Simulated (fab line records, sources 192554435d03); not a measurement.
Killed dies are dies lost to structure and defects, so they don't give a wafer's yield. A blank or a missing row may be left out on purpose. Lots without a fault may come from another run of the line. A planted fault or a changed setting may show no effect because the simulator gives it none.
Split-lot experiment | flow n5_finfet | 7 lots, 21 wafers read, on a route of 1938 steps

THE SPLIT
At N5_BEOL_M10_VIA_ETCH_34 (etches SiCOH lowk in C4F6/O2, target depth 184.5 nm, time 69.2 s), the setting time_s was moved away from the recipe's 69.2 s on 6 of the 21 wafers read, by -10.1% to +21.8%. The other wafers ran this setting at the recipe's value.

The reading is taken at the split's own step.

THE READING
SOC_of_BEOL_M10_COAT_63.thk_nm (the simulator's own value, which no gauge read), in nm, at N5_BEOL_M10_VIA_ETCH_34 (etches SiCOH lowk in C4F6/O2, target depth 184.5 nm, time 69.2 s). The file gives no usual value for it. The 15 wafers here that ran the recipe average 92.2 nm, standard deviation 0.29 nm.

wafer  | tool, chamber at the split | time_s as run, s | against the recipe | SOC_of_BEOL_M10_COAT_63.thk_nm, nm | against lot-mates on the recipe
L078.2 | rie_diel-04, 3             | 69.2             | recipe             | 92                                 | -
L078.3 | rie_diel-04, 1             | 69.2             | recipe             | 92                                 | -
L078.5 | rie_diel-04, 3             | 80.05            | +15.7%             | 90.4                               | -1.6
L081.1 | rie_diel-05, 2             | 69.2             | recipe             | 92                                 | -
L081.2 | rie_diel-05, 1             | 69.2             | recipe             | 91.8                               | -
L081.4 | rie_diel-05, 3             | 83.8             | +21.1%             | 90.4                               | -1.5
L084.1 | rie_diel-04, 3             | 69.2             | recipe             | 92                                 | -
L084.3 | rie_diel-04, 2             | 69.2             | recipe             | 92                                 | -
L084.6 | rie_diel-04, 1             | 69.2             | recipe             | 92.6                               | -
L087.1 | rie_diel-05, 2             | 69.2             | recipe             | 92.4                               | -
L087.3 | rie_diel-05, 1             | 69.2             | recipe             | 92                                 | -
L087.4 | rie_diel-05, 1             | 69.2             | recipe             | 91.8                               | -
L090.1 | rie_diel-04, 1             | 84.32            | +21.8%             | 90.8                               | -1.6
L090.3 | rie_diel-04, 3             | 84.32            | +21.8%             | 90.2                               | -2.2
L090.5 | rie_diel-04, 1             | 69.2             | recipe             | 92.4                               | -
L094.3 | rie_diel-05, 1             | 69.2             | recipe             | 92.6                               | -
L094.5 | rie_diel-05, 0             | 69.2             | recipe             | 92.6                               | -
L094.6 | rie_diel-05, 3             | 62.18            | -10.1%             | 93.4                               | +0.8
L089.1 | rie_diel-02, 0             | 62.19            | -10.1%             | 93                                 | +0.9
L089.2 | rie_diel-02, 2             | 69.2             | recipe             | 91.8                               | -
L089.3 | rie_diel-02, 3             | 69.2             | recipe             | 92.4                               | -

THE FIT
A straight line over all 21 wafers: SOC_of_BEOL_M10_COAT_63.thk_nm changes by -0.0862 nm for each +1% of time_s; r = -0.93; the points scatter about the line by 0.31 nm.
The same after taking each lot's own level away (the mean of its wafers on the recipe; 21 wafers): -0.0846 nm for each +1%; r = -0.96; scatter 0.23 nm.
On that fit, the largest move of time_s shifts the reading by 1.8 nm.
The lots' own levels span 91.90 to 92.60 nm, that is 2.4 times the standard deviation above.
So the lot-to-lot level changes the slope little: the two slopes agree.
Check: with one of the wafers moved furthest among these (+21.8%) left out of the fit, the line predicts -1.94 nm for it against its lot-mates. It came out at -1.6 nm against them.

THE WHOLE CHAIN: every reading that the file lists as answering this split, in the file's order
step                    | what it does                                                     | reading                                                                         | change (the file's fit)                | r (the file's)
N5_BEOL_M10_VIA_ETCH_34 | etches SiCOH lowk in C4F6/O2, target depth 184.5 nm, time 69.2 s | etch.depth_nm (the simulator's own value, which no gauge read)                  | +1.82 nm for each +1% of the setting   | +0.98
N5_BEOL_M10_VIA_ETCH_34 | etches SiCOH lowk in C4F6/O2, target depth 184.5 nm, time 69.2 s | SOC_of_BEOL_M10_COAT_63.thk_nm (the simulator's own value, which no gauge read) | -0.0841 nm for each +1% of the setting | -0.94

THE FILE'S OWN FIT
SOC_of_BEOL_M10_COAT_63.thk_nm changes by -0.0841 nm for each +1% of time_s, r = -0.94.
